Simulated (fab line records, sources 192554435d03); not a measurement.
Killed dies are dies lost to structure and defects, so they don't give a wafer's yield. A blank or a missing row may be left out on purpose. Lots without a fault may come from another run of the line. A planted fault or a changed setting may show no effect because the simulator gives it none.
fab line records | flow n5_finfet
record lots=5 wafers=15 last_day=17
route steps=1938 shown FIN_SAQP@98
lots that met no fault: from a run of the same line without faults
start_h: hours from the record's first day to the start of the lot's first wafer shown | wait_h: hours since the lot's step before | " the same as in the row above | L1.1+2: a row that stands for several wafers | - no value, or no start given | * or withheld: withheld | < > ~ a bound
route shown NAME@n: a module of which the file shows steps, and the number in the route of the first | usual: mean/standard deviation of fault-free wafers | same: alike in all rows | chamber/n: place in a boat | sites: the reading at each site | _std_site: their standard deviation | _edge_site: outer sites' mean less inner sites' | radius_mm: how far each site lies from the wafer's centre | mask NAME#n: copy n | behind: the tool/chamber that last shaped the wafer | hold: why the lot was held/for how many hours/how that ended | device: the transistor (n, p or np) that didn't switch | end of line: the same wafers' tests at the end of the route | a step without rows: its recipe alone | killed: dies lost to structure and defects at the first sort, not the wafer's yield | map: a wafer's dies, x killed, . not, _ none there
set.NAME: the setting as run; set.NAME@STEP: as run at that earlier step | model.NAME: the simulator's own value behind a step, which no gauge read
lots at some steps of the route; a table a step, a row a wafer
services: from which hour (start_h, from the record's first day; less than 0 if before it) a tool's chamber was out of use, for how many hours, and why
## steps
# step N5_FIN_SAQP_PECVD_47
# recipe material=a-Si target_thk_a=450 temp_c=400 precursor=SiH4/He pressure_torr=3 rf_w=100 time_s=36.3
# usual heater_power_outer_w=502/72 heater_power_w=813/82 showerhead_plenum_p_Torr=5.70/0.056 throttle_valve_pct=17.9/0.75
# columns lot.wafer tool chamber start_h wait_h heater_power_outer_w heater_power_w showerhead_plenum_p_Torr throttle_valve_pct
L080.1 pecvd-02 0 58.31 0.0 444 743 5.71 18.8
L080.4 " 0 " " 443 765 5.73 18.8
L080.6 " 1 " " 486 810 5.78 18.7
L085.2 pecvd-01 2 86.64 0.0 521 772 5.61 17.8
L085.4 " 2 " " 499 781 5.59 17.3
L085.5 " 1 " " 660 944 5.72 17.9
L088.1 pecvd-03 1 104.86 0.0 671 1022 5.65 17.9
L088.2 " 0 " " 457 733 5.74 18.7
L088.4 " 1 " " 527 852 5.68 17.6
L094.2 pecvd-02 2 141.75 0.0 503 807 5.74 16.6
L094.3 " 0 " " 481 777 5.72 19.3
L094.6 " 0 " " 476 766 5.73 18.9
L096.2 pecvd-03 0 153.55 0.0 456 749 5.74 18.6
L096.5 " 2 " " 461 782 5.62 17.1
L096.6 " 0 " " 465 753 5.75 18.6
# step N5_FIN_SAQP_PECVD_48
# recipe material=SiNx target_thk_a=250 temp_c=400 precursor=SiH4/NH3/N2 pressure_torr=1.5 rf_w=300 time_s=22.1
# usual heater_power_outer_w=448/79 heater_power_w=740/93 showerhead_plenum_p_Torr=5.18/0.077 throttle_valve_pct=39.4/1.6
# columns lot.wafer tool chamber start_h wait_h heater_power_outer_w heater_power_w showerhead_plenum_p_Torr throttle_valve_pct
L080.1 pecvd-02 0 58.38 0.0 455 749 5.22 41.3
L080.4 " 0 " " 451 752 5.23 41.1
L080.6 " 1 " " 416 709 5.28 40.6
L085.2 pecvd-01 2 86.68 0.0 481 761 5.06 38.3
L085.4 " 2 " " 484 767 5.05 38.1
L085.5 " 1 " " 658 941 5.21 39.2
L088.1 pecvd-03 1 104.90 0.0 617 945 5.14 39.0
L088.2 " 0 " " 400 667 5.23 40.7
L088.4 " 1 " " 482 773 5.13 38.9
L094.2 pecvd-02 2 141.79 0.0 421 727 5.26 36.9
L094.3 " 0 " " 430 713 5.21 42.1
L094.6 " 0 " " 439 717 5.23 41.8
L096.2 pecvd-03 0 153.59 0.0 412 676 5.23 40.8
L096.5 " 2 " " 422 701 5.09 38.0
L096.6 " 0 " " 416 703 5.25 41.1
# step N5_FIN_SAQP_PECVD_06
# recipe material=a-Si target_thk_a=600 temp_c=400 precursor=SiH4/He pressure_torr=3 rf_w=100 time_s=48.1
# usual heater_power_outer_w=513/72 heater_power_w=827/83 showerhead_plenum_p_Torr=5.70/0.055 throttle_valve_pct=17.9/0.69
# columns lot.wafer tool chamber start_h wait_h heater_power_outer_w heater_power_w showerhead_plenum_p_Torr throttle_valve_pct
L080.1 pecvd-02 0 58.44 0.0 485 788 5.72 18.6
L080.4 " 0 " " 477 795 5.71 18.6
L080.6 " 1 " " 523 834 5.76 18.4
L085.2 pecvd-01 2 86.72 0.0 542 825 5.60 17.4
L085.4 " 2 " " 541 834 5.61 17.5
L085.5 " 1 " " 650 942 5.72 17.9
L088.1 pecvd-03 1 104.94 0.0 640 976 5.67 17.7
L088.2 " 0 " " 492 806 5.73 18.6
L088.4 " 1 " " 635 987 5.66 17.8
L094.2 pecvd-02 2 141.83 0.0 488 812 5.76 16.7
L094.3 " 0 " " 493 804 5.73 18.7
L094.6 " 0 " " 497 814 5.72 19.0
L096.2 pecvd-03 0 153.63 0.0 454 747 5.75 18.4
L096.5 " 2 " " 488 788 5.64 17.2
L096.6 " 0 " " 452 728 5.75 18.6
# step N5_FIN_SAQP_THK_MEAS_07
# usual thk_nm=60.1/0.9
# columns lot.wafer tool chamber start_h wait_h thk_nm
L080.1 film_metro-01 - 58.55 0.1 59.8
L080.4 " - " " 60.0
L080.6 " - " " 61.2
L085.2 film_metro-01 - 86.81 0.1 59.8
L085.4 " - " " 60.9
L085.5 " - " " 59.8
L088.1 film_metro-01 - 105.03 0.1 59.3
L088.2 " - " " 60.8
L088.4 " - " " 60.6
L094.2 film_metro-02 - 141.92 0.1 60.4
L094.3 " - " " 60.2
L094.6 " - " " 61.5
L096.2 film_metro-01 - 153.72 0.1 60.4
L096.5 " - " " 59.8
L096.6 " - " " 61.4
# step N5_FIN_SAQP_HM_DEP_72
# recipe material=SiO2 target_thk_a=120 temp_c=400 precursor=SiH4/N2O pressure_torr=0.75 rf_w=275 time_s=7.2
# usual heater_power_outer_w=476/90 heater_power_w=768/97 showerhead_plenum_p_Torr=8.23/0.16
# columns lot.wafer tool chamber start_h wait_h heater_power_outer_w heater_power_w showerhead_plenum_p_Torr
L080.1 pecvd-01 0 58.59 0.0 338 627 8.14
L080.4 " 0 " " 351 618 8.12
L080.6 " 1 " " 592 858 8.29
L085.2 pecvd-01 2 86.85 0.0 477 762 7.94
L085.4 " 0 " " 397 709 8.13
L085.5 " 1 " " 636 929 8.29
L088.1 pecvd-02 2 105.06 0.0 374 647 8.40
L088.2 " 1 " " 510 836 8.43
L088.4 " 0 " " 399 676 8.29
L094.2 pecvd-01 2 141.96 0.0 413 661 7.98
L094.3 " 1 " " 627 897 8.28
L094.6 " 2 " " 419 660 7.97
L096.2 pecvd-01 0 153.75 0.0 368 667 8.13
L096.5 " 0 " " 371 633 8.13
L096.6 " 1 " " 652 948 8.31
# step N5_FIN_SAQP_COAT_49
# recipe resist=SOC temp_c=250 time_s=60 spin_rpm=1500 resist_thk_nm=100
# usual heater_power_total_W=500.3/1.8
# columns lot.wafer tool chamber start_h wait_h heater_power_total_W
L080.1 litho_track-01 0 58.67 0.1 498.9
L080.4 " 0 " " 502.1
L080.6 " 0 " " 497.5
L085.2 litho_track-02 0 86.92 0.1 501.3
L085.4 " 0 " " 502.0
L085.5 " 0 " " 497.5
L088.1 litho_track-05 0 105.14 0.1 500.8
L088.2 " 0 " " 498.3
L088.4 " 0 " " 498.9
L094.2 litho_track-02 0 142.04 0.1 502.1
L094.3 " 0 " " 498.6
L094.6 " 0 " " 502.1
L096.2 litho_track-02 0 153.83 0.1 497.4
L096.5 " 0 " " 503.2
L096.6 " 0 " " 499.6
# step N5_FIN_SAQP_COAT_50
# recipe resist=SiARC temp_c=220 time_s=60 spin_rpm=1500 resist_thk_nm=35
# usual heater_power_total_W=427.7/1.9
# columns lot.wafer tool chamber start_h wait_h heater_power_total_W
L080.1 litho_track-01 0 - - 424.7
L080.4 " 0 " " 428.0
L080.6 " 0 " " 429.9
L085.2 litho_track-02 0 - - 430.0
L085.4 " 0 " " 429.2
L085.5 " 0 " " 428.5
L088.1 litho_track-05 0 - - 427.0
L088.2 " 0 " " 429.3
L088.4 " 0 " " 428.7
L094.2 litho_track-02 0 - - 427.9
L094.3 " 0 " " 426.8
L094.6 " 0 " " 427.4
L096.2 litho_track-02 0 - - 429.1
L096.5 " 0 " " 427.0
L096.6 " 0 " " 424.8
# step N5_FIN_SAQP_COAT_10
# recipe resist=CAR-ArF spin_rpm=1500 resist_thk_nm=90
# columns lot.wafer tool chamber start_h wait_h
L080.1+4+6 litho_track-01 0 - -
L085.2+4+5 litho_track-02 0 - -
L088.1+2+4 litho_track-05 0 - -
L094.2+3+6 litho_track-02 0 - -
L096.2+5+6 litho_track-02 0 - -
# step N5_FIN_SAQP_EBR_12
# recipe solvent=PGMEA ebr_width_mm=1.5
# columns lot.wafer tool chamber start_h wait_h
L080.1+4+6 litho_track-01 0 - -
L085.2+4+5 litho_track-02 0 - -
L088.1+2+4 litho_track-05 0 - -
L094.2+3+6 litho_track-02 0 - -
L096.2+5+6 litho_track-02 0 - -
# step N5_FIN_SAQP_SOFTBAKE_11
# recipe temp_c=110 time_s=60 resist=CAR-ArF
# usual heater_power_total_W=175.3/1.7
# columns lot.wafer tool chamber start_h wait_h heater_power_total_W
L080.1 litho_track-01 0 - - 175.4
L080.4 " 0 " " 173.8
L080.6 " 0 " " 173.0
L085.2 litho_track-02 0 - - 173.0
L085.4 " 0 " " 176.7
L085.5 " 0 " " 173.0
L088.1 litho_track-05 0 - - 175.8
L088.2 " 0 " " 177.6
L088.4 " 0 " " 174.9
L094.2 litho_track-02 0 - - 173.1
L094.3 " 0 " " 175.3
L094.6 " 0 " " 173.0
L096.2 litho_track-02 0 - - 175.5
L096.5 " 0 " " 174.9
L096.6 " 0 " " 174.4
# step N5_FIN_SAQP_EXPOSE_13
# recipe mask_id=FIN_CORE na=1.35 source_shape=dipole sigma_inner=0.538 sigma_outer=0.738 polarization=te target_cd_nm=35.6 dose_mj=63.25
# usual stage_vel_mm_s=499.99/0.29
# columns lot.wafer tool chamber start_h wait_h mask stage_vel_mm_s
L080.1 arfi_scanner-01 0 58.91 - FIN_CORE#0 500.30
L080.4 " 0 " " FIN_CORE#0 500.07
L080.6 " 0 " " FIN_CORE#0 499.81
L085.2 arfi_scanner-01 0 87.17 - FIN_CORE#0 499.91
L085.4 " 0 " " FIN_CORE#0 500.14
L085.5 " 0 " " FIN_CORE#0 499.79
L088.1 arfi_scanner-01 0 105.38 - FIN_CORE#0 500.30
L088.2 " 0 " " FIN_CORE#0 500.12
L088.4 " 0 " " FIN_CORE#0 500.17
L094.2 arfi_scanner-02 0 142.29 - FIN_CORE#0 499.81
L094.3 " 0 " " FIN_CORE#0 499.82
L094.6 " 0 " " FIN_CORE#0 499.63
L096.2 arfi_scanner-02 0 154.08 - FIN_CORE#0 500.36
L096.5 " 0 " " FIN_CORE#0 500.19
L096.6 " 0 " " FIN_CORE#0 500.37
# step N5_FIN_SAQP_PEB_14
# recipe peb_temp_c=withheld peb_time_s=60 resist=CAR-ArF
# columns lot.wafer tool chamber start_h wait_h
L080.1+4+6 litho_track-01 0 58.97 0.1
L085.2+4+5 litho_track-02 0 87.23 0.0
L088.1+2+4 litho_track-02 0 105.44 0.1
L094.2+3+6 litho_track-05 0 142.34 0.0
L096.2+5+6 litho_track-02 0 154.14 0.0
# step N5_FIN_SAQP_DEVELOP_15
# recipe develop_time_s=30 developer=TMAH resist=CAR-ArF dev_temp_c=23 rinse_liquid=diw dry=air_spin
# columns lot.wafer tool chamber start_h wait_h
L080.1+4+6 litho_track-01 0 - -
L085.2+4+5 litho_track-02 0 - -
L088.1+2+4 litho_track-02 0 - -
L094.2+3+6 litho_track-05 0 - -
L096.2+5+6 litho_track-02 0 - -
# step N5_FIN_SAQP_CD_MEAS_16
# recipe target_cd_nm=35.6 landing_energy_ev=500 detector=se_inlens
# usual cd_nm=35.45/0.3
# columns lot.wafer tool chamber start_h wait_h cd_nm
L080.1 cd_sem-03 0 59.04 - 35.12
L080.4 " 0 " " 35.35
L080.6 " 0 " " 35.10
L085.2 cd_sem-03 0 87.30 - 35.20
L085.4 " 0 " " 35.39
L085.5 " 0 " " 35.66
L088.1 cd_sem-01 0 105.51 - 35.58
L088.2 " 0 " " 35.40
L088.4 " 0 " " 34.90
L094.2 cd_sem-01 0 142.41 - 35.06
L094.3 " 0 " " 35.56
L094.6 " 0 " " 35.36
L096.2 cd_sem-03 0 154.20 - 35.45
L096.5 " 0 " " 35.36
L096.6 " 0 " " 34.92
# step N5_FIN_SAQP_OVL_MEAS_17
# recipe points_per_wafer=44
# usual FIN_CORE_OVL=-0.2/0.84
# columns lot.wafer tool chamber start_h wait_h FIN_CORE_OVL[nm]
L080.1 overlay-02 0 59.08 0.0 0.5
L080.4 " 0 " " 1.1
L080.6 " 0 " " -0.4
L085.2 overlay-02 0 87.34 0.0 0.7
L085.4 " 0 " " -0.5
L085.5 " 0 " " 1.6
L088.1 overlay-02 0 105.55 0.0 0.3
L088.2 " 0 " " -0.1
L088.4 " 0 " " -0.2
L094.2 overlay-01 0 142.45 0.0 0.4
L094.3 " 0 " " 1.4
L094.6 " 0 " " 1.0
L096.2 overlay-02 0 154.24 0.0 0.7
L096.5 " 0 " " 0.3
L096.6 " 0 " " 0.4
# step N5_FIN_SAQP_INSPECT_18
# recipe mode=adi inspect_instrument=brightfield
# usual raw_defect_count=403/100
# columns lot.wafer tool chamber start_h wait_h raw_defect_count
L080.1 defect_inspect-01 - 59.10 0.0 230
L080.4 " - " " 529
L080.6 " - " " 275
L085.2 defect_inspect-02 - 87.36 0.0 377
L085.4 " - " " 395
L085.5 " - " " 337
L088.1 defect_inspect-02 - 105.57 0.0 391
L088.2 " - " " 285
L088.4 " - " " 372
L094.2 defect_inspect-01 - 142.47 0.0 510
L094.3 " - " " 251
L094.6 " - " " 263
L096.2 defect_inspect-01 - 154.27 0.0 350
L096.5 " - " " 259
L096.6 " - " " 350
# step N5_FIN_SAQP_DESCUM_21
# recipe chemistry=O2 time_s=7.9 source_power_w=50 bias_power_w=20 pressure_mtorr=20 rf_frequency_hz=2.712e+07 temp_c=40 resist=CAR-ArF o2_flow_sccm=225
# usual drypump_motor_current_A=5.8/0.55 oes_product_au=0.81/0.07 rf_vpp_V=243.2/1.2 showerhead_plenum_p_Torr=2.10/0.059 throttle_valve_pct=20.48/0.29
# columns lot.wafer tool chamber start_h wait_h drypump_motor_current_A oes_product_au rf_hours_counter_h rf_vpp_V showerhead_plenum_p_Torr throttle_valve_pct
L080.1 rie_diel-04 0 59.16 0.1 6.8 0.75 161 242.6 2.00 20.75
L080.4 " 1 " " 6.0 0.75 175 241.2 2.10 20.88
L080.6 " 2 " " 6.1 0.97 - 242.7 2.04 20.03
L085.2 rie_diel-01 3 87.39 0.0 6.2 0.87 31 242.6 2.12 19.89
L085.4 " 1 " " 5.4 0.87 38 242.6 2.16 20.39
L085.5 " 3 " " 6.3 0.87 - 245.1 2.12 19.88
L088.1 rie_diel-02 2 105.61 0.0 5.8 0.79 148 244.0 2.18 20.40
L088.2 " 0 " " 5.6 0.74 214 243.8 2.18 20.79
L088.4 " 3 " " 5.0 0.76 153 242.4 2.07 20.68
L094.2 rie_diel-02 2 142.51 0.0 5.8 0.76 162 244.4 2.18 20.43
L094.3 " 3 " " 5.0 0.74 167 242.3 2.06 20.71
L094.6 " 1 " " 6.5 0.74 - 243.9 2.09 20.61
L096.2 rie_diel-04 2 154.30 0.0 6.1 0.90 39 242.3 2.03 20.08
L096.5 " 0 " " 6.8 0.73 - 242.8 2.00 20.80
L096.6 " 1 " " 6.0 0.72 - 242.7 2.09 20.94
# step N5_FIN_SAQP_ETCH_51
# recipe chemistry=CF4 target=SiARC target_depth_a=455 mask_material=CAR-ArF time_s=75.8 ion_energy_ev=80 pressure_mtorr=40 source_w=545 bias_w=36 Ar_flow_sccm=100 cf4_flow_sccm=100 ends=cleared
# usual drypump_motor_current_A=5.8/0.55 etch_rf_on_time_s=75.4/1.7 oes_product_au=0.69/0.06 rf_vpp_V=184.0/1.1 showerhead_plenum_p_Torr=2.14/0.056 throttle_valve_pct=15.63/0.29
# columns lot.wafer tool chamber start_h wait_h drypump_motor_current_A etch_rf_on_time_s oes_product_au rf_hours_counter_h rf_vpp_V showerhead_plenum_p_Torr throttle_valve_pct
L080.1 rie_diel-04 0 59.19 0.0 6.8 75.6 0.64 161 185.6 2.05 15.89
L080.4 " 1 " " 6.0 75.6 0.63 176 183.4 2.13 15.94
L080.6 " 2 " " 6.1 71.2 0.84 - 183.1 2.10 15.25
L085.2 rie_diel-01 3 87.43 0.0 6.2 77.9 0.73 31 186.4 2.18 15.08
L085.4 " 1 " " 5.4 75.0 0.74 38 183.9 2.19 15.42
L085.5 " 3 " " 6.3 77.3 0.73 - 184.9 2.18 15.07
L088.1 rie_diel-02 2 105.64 0.0 5.8 71.9 0.67 148 184.6 2.22 15.54
L088.2 " 0 " " 5.6 76.1 0.63 214 184.0 2.21 15.90
L088.4 " 3 " " 5.0 71.4 0.65 153 185.5 2.14 16.02
L094.2 rie_diel-02 2 142.54 0.0 5.8 74.1 0.66 162 185.2 2.21 15.59
L094.3 " 3 " " 5.0 73.6 0.64 167 183.5 2.14 16.07
L094.6 " 1 " " 6.6 74.9 0.63 - 184.0 2.14 15.81
L096.2 rie_diel-04 2 154.33 0.0 6.2 73.2 0.76 39 183.1 2.09 15.29
L096.5 " 0 " " 6.8 77.0 0.61 - 182.9 2.04 15.95
L096.6 " 1 " " 6.0 76.6 0.62 - 183.7 2.12 16.01
# step N5_FIN_SAQP_ETCH_52
# recipe chemistry=N2/H2 target=SOC target_depth_a=1000 overetch_a=200 mask_material=SiARC temp_c=40 time_s=150 ion_energy_ev=200 pressure_mtorr=30 source_w=840 bias_w=150 n2_flow_sccm=200 h2_flow_sccm=200 ends=end_point
# usual drypump_motor_current_A=5.8/0.55 oes_product_au=0.72/0.06 rf_vpp_V=523.8/2.3 showerhead_plenum_p_Torr=2.54/0.071 throttle_valve_pct=17.9/0.31
# columns lot.wafer tool chamber start_h wait_h drypump_motor_current_A oes_product_au rf_hours_counter_h rf_vpp_V showerhead_plenum_p_Torr throttle_valve_pct
L080.1 rie_diel-04 0 59.25 0.0 6.8 0.66 161 520.9 2.42 18.0
L080.4 " 1 " " 6.0 0.67 176 525.7 2.54 18.2
L080.6 " 2 " " 6.1 0.86 - 521.2 2.49 17.4
L085.2 rie_diel-01 3 87.48 0.0 6.2 0.77 31 526.1 2.60 17.4
L085.4 " 1 " " 5.5 0.77 38 526.0 2.59 17.6
L085.5 " 3 " " 6.3 0.76 - 524.1 2.60 17.4
L088.1 rie_diel-02 2 105.70 0.0 5.8 0.69 148 526.9 2.65 17.7
L088.2 " 0 " " 5.6 0.65 214 525.6 2.63 18.2
L088.4 " 3 " " 5.1 0.67 153 525.1 2.55 18.3
L094.2 rie_diel-02 2 142.60 0.0 5.8 0.68 162 529.2 2.64 17.7
L094.3 " 3 " " 5.0 0.65 167 523.2 2.54 18.3
L094.6 " 1 " " 6.6 0.66 - 524.1 2.55 18.2
L096.2 rie_diel-04 2 154.39 0.0 6.2 0.78 39 523.2 2.48 17.5
L096.5 " 0 " " 6.8 0.64 - 520.6 2.40 18.1
L096.6 " 1 " " 6.0 0.64 - 522.7 2.52 18.3
# step N5_FIN_SAQP_STRIP_53
# recipe chemistry=N2/H2 temp_c=40 n2_flow_sccm=200 h2_flow_sccm=200 rf_frequency_hz=6e+07
# columns lot.wafer tool chamber start_h wait_h
L080.1+4+6 rie_diel-04 0,1,2 59.35 0.0
L085.2+4+5 rie_diel-01 3,1,3 87.58 0.0
L088.1+2+4 rie_diel-02 2,0,3 105.80 0.0
L094.2+3+6 rie_diel-02 2,3,1 142.69 0.0
L096.2+5+6 rie_diel-04 2,0,1 154.49 0.0
# step N5_FIN_SAQP_HM_OPEN_73
# recipe chemistry=CHF3/O2 target=SiO2 stop_on=a-Si target_depth_a=120 over_etch_frac=1.8 mask_material=SOC time_s=16.8 pressure_mtorr=30 source_w=650 bias_w=170 Ar_flow_sccm=200 CHF3_flow_sccm=50 O2_flow_sccm=5 ion_energy_ev=200 ends=end_point
# usual drypump_motor_current_A=5.8/0.55 oes_product_au=0.48/0.04 rf_vpp_V=524/8.6 showerhead_plenum_p_Torr=2.41/0.066 throttle_valve_pct=18.86/0.27
# columns lot.wafer tool chamber start_h wait_h drypump_motor_current_A oes_product_au rf_hours_counter_h rf_vpp_V showerhead_plenum_p_Torr throttle_valve_pct
L080.1 rie_diel-04 0 59.36 0.0 6.8 0.45 161 532 2.31 19.14
L080.4 " 1 " " 6.0 0.45 176 530 2.39 19.10
L080.6 " 2 " " 6.1 0.57 - 514 2.36 18.44
L085.2 rie_diel-01 3 87.59 0.0 6.2 0.51 31 517 2.46 18.31
L085.4 " 1 " " 5.5 0.51 38 523 2.47 18.69
L085.5 " 3 " " 6.2 0.50 - 517 2.46 18.35
L088.1 rie_diel-02 2 105.81 0.0 5.8 0.46 148 529 2.51 18.80
L088.2 " 0 " " 5.6 0.43 214 518 2.48 19.11
L088.4 " 3 " " 5.0 0.44 153 510 2.40 19.20
L094.2 rie_diel-02 2 142.70 0.0 5.8 0.46 162 530 2.50 18.83
L094.3 " 3 " " 5.0 0.44 167 510 2.40 19.22
L094.6 " 1 " " 6.6 0.44 - 530 2.41 19.07
L096.2 rie_diel-04 2 154.50 0.0 6.2 0.52 39 511 2.34 18.50
L096.5 " 0 " " 6.8 0.43 - 529 2.30 19.21
L096.6 " 1 " " 6.0 0.43 - 530 2.38 19.17
# step N5_FIN_SAQP_STRIP_74
# recipe chemistry=CHF3/O2 resist=SiARC rf_frequency_hz=6e+07
# columns lot.wafer tool chamber start_h wait_h
L080.1+4+6 rie_diel-04 0,1,2 59.41 0.0
L085.2+4+5 rie_diel-01 3,1,3 87.65 0.0
L088.1+2+4 rie_diel-02 2,0,3 105.86 0.0
L094.2+3+6 rie_diel-02 2,3,1 142.76 0.0
L096.2+5+6 rie_diel-04 2,0,1 154.55 0.0
# step N5_FIN_SAQP_MANDREL_ETCH_22
# recipe target_depth_a=600 chemistry=HBr/Cl2 target=a-Si stop_on=SiNx bt_time_s=10 over_etch_frac=0.5 time_s=30 pressure_mtorr=10 icp_w=800 bias_w=75 HBr_flow_sccm=150 Cl2_flow_sccm=80 ends=end_point
# usual drypump_motor_current_A=5.9/0.41 oes_product_au=0.770/0.016 throttle_valve_pct=35.3/0.4
# columns lot.wafer tool chamber start_h wait_h drypump_motor_current_A oes_product_au rf_hours_counter_h throttle_valve_pct
L080.1 rie_si-04 1 59.44 0.0 5.4 0.795 104 35.5
L080.4 " 0 " " 5.7 0.779 17 34.8
L080.6 " 0 " " 5.8 0.781 - 34.8
L085.2 rie_si-03 3 87.68 0.0 5.7 0.776 187 35.1
L085.4 " 0 " " 5.8 0.769 35 35.7
L085.5 " 1 " " 5.9 0.760 - 35.0
L088.1 rie_si-04 0 105.89 0.0 5.7 0.766 18 34.8
L088.2 " 2 " " 5.2 0.802 9 35.6
L088.4 " 1 " " 5.4 0.786 105 35.5
L094.2 rie_si-04 0 142.79 0.0 5.7 0.777 19 34.8
L094.3 " 1 " " 5.4 0.789 106 35.5
L094.6 " 3 " " 6.4 0.751 - 34.6
L096.2 rie_si-04 3 154.58 0.0 6.4 0.749 63 34.7
L096.5 " 1 " " 5.4 0.787 - 35.5
L096.6 " 0 " " 5.8 0.788 - 34.8
# step N5_FIN_SAQP_STRIP_55
# recipe chemistry=N2/H2 power_w=500 temp_c=40 pressure_mtorr=50 rf_frequency_hz=6e+07 overash_fraction=0.3 bias_power_w=28 h2_frac=0.5 n2_flow_sccm=300 h2_flow_sccm=300
# usual drypump_motor_current_A=5.8/0.55 oes_product_au=0.80/0.069 rf_vpp_V=121.8/1.5 showerhead_plenum_p_Torr=3.37/0.089 throttle_valve_pct=19.0/0.45
# same overash_fraction=0.3
# columns lot.wafer tool chamber start_h wait_h drypump_motor_current_A oes_product_au rf_hours_counter_h rf_vpp_V showerhead_plenum_p_Torr throttle_valve_pct
L080.1 rie_diel-04 0 59.54 0.1 6.8 0.75 161 118.9 3.20 19.0
L080.4 " 2 " " 6.2 0.96 - 120.5 3.30 18.5
L080.6 " 1 " " 6.1 0.75 - 122.3 3.35 19.5
L085.2 rie_diel-04 1 87.78 0.1 6.0 0.73 187 122.5 3.35 19.5
L085.4 " 2 " " 6.2 0.94 18 123.4 3.29 18.5
L085.5 " 2 " " 6.2 0.94 - 120.6 3.29 18.5
L088.1 rie_diel-02 3 105.99 0.1 5.1 0.75 153 120.8 3.36 19.5
L088.2 " 1 " " 6.6 0.74 139 120.1 3.37 19.4
L088.4 " 2 " " 5.9 0.79 148 123.1 3.49 18.7
L094.2 rie_diel-02 0 142.90 0.1 5.6 0.73 226 122.9 3.47 19.4
L094.3 " 1 " " 6.6 0.74 152 120.0 3.36 19.4
L094.6 " 0 " " 5.6 0.73 - 122.9 3.47 19.4
L096.2 rie_diel-04 3 154.68 0.1 5.3 0.77 158 122.5 3.23 19.4
L096.5 " 0 " " 6.8 0.71 - 121.1 3.18 19.1
L096.6 " 3 " " 5.3 0.78 - 122.5 3.23 19.4
# step N5_FIN_SAQP_STRIP_23
# recipe chemistry=SPM time_s=750 temp_c=130 h2so4_h2o2_vol_ratio=4
# usual bath_heat_duty_pct=15.8/1.6
# columns lot.wafer tool chamber start_h wait_h bath_heat_duty_pct
L080.1 wet_bench-04 5 59.61 - 15.2
L080.4 " 7 " " 14.4
L080.6 " 3 " " 15.0
L085.2 wet_bench-06 2 87.85 - 15.6
L085.4 " 6 " " 17.7
L085.5 " 3 " " 16.8
L088.1 wet_bench-04 3 106.06 - 14.1
L088.2 " 0 " " 15.4
L088.4 " 4 " " 16.5
L094.2 wet_bench-04 4 142.97 - 16.6
L094.3 " 1 " " 17.1
L094.6 " 5 " " 15.5
L096.2 wet_bench-06 3 154.75 - 16.3
L096.5 " 2 " " 15.1
L096.6 " 7 " " 15.1
# step N5_FIN_SAQP_SRD_66
# recipe dry=ipa_marangoni time_s=30 temp_c=23 rinse_liquid=diw
# usual bath_heat_duty_pct=3.9/0.56
# columns lot.wafer tool chamber start_h wait_h bath_heat_duty_pct
L080.1 wet_bench-04 5 59.82 0.0 3.7
L080.4 " 7 " " 3.2
L080.6 " 3 " " 4.0
L085.2 wet_bench-06 2 88.06 0.0 3.7
L085.4 " 6 " " 3.9
L085.5 " 3 " " 3.6
L088.1 wet_bench-04 3 106.26 0.0 3.9
L088.2 " 0 " " 4.0
L088.4 " 4 " " 4.3
L094.2 wet_bench-04 4 143.17 0.0 3.9
L094.3 " 1 " " 4.3
L094.6 " 5 " " 3.6
L096.2 wet_bench-06 3 154.96 0.0 5.4
L096.5 " 2 " " 3.5
L096.6 " 7 " " 4.3
# step N5_FIN_SAQP_RECESS_75
# recipe chemistry=HF/NH3 target=SiO2 target_depth_a=144 afs_cycles=3 temp_c=30 sublimation_temp_c=180 sublimation_time_s=60
# usual drypump_motor_current_A=6.1/0.38
# columns lot.wafer tool chamber start_h wait_h drypump_motor_current_A
L080.1 vapor_etch-01 0 59.86 0.0 6.6
L080.4 " 1 " " 5.6
L080.6 " 1 " " 5.7
L085.2 vapor_etch-01 0 88.11 0.0 6.6
L085.4 " 0 " " 6.6
L085.5 " 0 " " 6.6
L088.1 vapor_etch-02 1 106.31 0.0 5.7
L088.2 " 0 " " 6.2
L088.4 " 1 " " 5.7
L094.2 vapor_etch-01 0 143.22 0.0 6.6
L094.3 " 1 " " 5.7
L094.6 " 1 " " 5.7
L096.2 vapor_etch-02 0 155.00 0.0 6.2
L096.5 " 1 " " 5.7
L096.6 " 0 " " 6.2
# step N5_FIN_SAQP_SPACER1_ALD_24
# recipe material=SiO2 target_thk_a=203 temp_c=300 ald_precursor_family=BDEAS ald_co_reactant=O2-plasma pulse_time_s=1 purge_time_s=2 co_reactant_purge_time_s=2 ald_cycles=218 pressure_torr=2
# usual heater_power_outer_w=270/30 heater_power_w=477/42 precursor_pulse_height_rel=0.999/0.02
# same co_reactant_purge_time_s=2
# columns lot.wafer tool chamber start_h wait_h heater_power_outer_w heater_power_w precursor_pulse_height_rel
L080.1 ald_sin-03 2 60.25 0.3 279 452 1.012
L080.4 " 1 " " 294 512 0.996
L080.6 " 1 " " 299 517 0.994
L085.2 ald_sin-04 1 89.32 1.1 240 424 1.017
L085.4 " 2 " " 269 480 1.020
L085.5 " 0 " " 320 571 0.979
L088.1 ald_sin-02 3 107.96 1.5 278 464 1.007
L088.2 " 1 " " 260 469 0.977
L088.4 " 0 " " 200 406 1.013
L094.2 ald_sin-02 3 143.71 0.4 277 473 1.054
L094.3 " 0 " " 204 398 0.997
L094.6 " 1 " " 266 460 1.019
L096.2 ald_sin-03 3 155.39 0.3 272 513 1.019
L096.5 " 2 " " 278 452 1.022
L096.6 " 3 " " 272 499 1.017
## services
# columns tool chamber start_h hours kind
pecvd-01 2 39.05 2.3 repair
arfi_scanner-02 - 40.54 0.5 repair
ald_sin-02 - 41.58 2.8 pm
rie_diel-04 - 44.12 0.5 repair
arfi_scanner-02 - 46.25 1.3 pm
pecvd-02 - 58.53 2.0 repair
rie_diel-04 3 59.49 4.5 repair
arfi_scanner-02 - 61.02 1.0 pm
arfi_scanner-01 - 61.69 1.0 pm
rie_diel-02 3 62.52 4.2 repair
pecvd-03 - 76.60 0.6 repair
arfi_scanner-01 - 77.46 3.9 pm
arfi_scanner-02 - 84.89 0.8 pm
ald_sin-02 - 85.48 14.0 pm
arfi_scanner-01 - 94.13 0.8 pm
rie_si-04 0 99.87 2.3 repair
arfi_scanner-01 - 101.79 1.0 pm
rie_si-04 - 104.26 0.3 repair
rie_si-04 - 106.19 1.4 repair
pecvd-01 - 116.65 2.8 pm
pecvd-03 - 119.53 1.7 repair
arfi_scanner-01 - 141.68 1.3 pm
rie_diel-04 0 143.65 8.5 repair
pecvd-02 - 151.87 5.5 pm
## key
fault none
